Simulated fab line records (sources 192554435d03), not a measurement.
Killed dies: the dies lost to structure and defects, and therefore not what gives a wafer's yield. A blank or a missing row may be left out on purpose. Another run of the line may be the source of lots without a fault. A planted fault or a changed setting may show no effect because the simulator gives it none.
Matching of chambers	flow n5 finfet	ald sin-02 running N5_SPACER0_ALD_07: 4 sister chambers
The step deposits SiNx, target thk 2 nm. 4 wafers are shown with their chamber, then 7 later ones without.

EACH WAFER AND ITS CHAMBER
wafer	chamber	heater power w (W)
L086.3	3	754
L086.6	0	785
L095.1	2	647
L095.4	1	959

WAFERS WHOSE CHAMBER IS MISSING
wafer	heater power w (W)
L095.6	784
L094.1	784
L094.2	756
L094.6	958
L097.1	755
L097.2	954
L097.6	801

CHAMBER TAKEN BY EACH
wafer	from the rows above	in truth
L095.6	0	0
L094.1	0	0
L094.2	3	3
L094.6	1	1
L097.1	3	3
L097.2	1	1
L097.6	0	0
Correctly placed: 7 of 7. Not placeable from these rows: 0. 0 placed wrongly.
How it was worked out, from the rows above alone: a wafer's distance from a chamber is the root of the sum, over the readings, of the square of ((its reading less the chamber's mean) divided by the reading's scatter). If the next closest chamber is less than 2 further off than the closest, the wafer can't be placed; otherwise it belongs to the closest. The mean given for a chamber averages the wafers shown for that chamber. The scatter: with one shown wafer a chamber, the root of the mean of the squares of how far each hidden wafer lies from its nearest shown one.
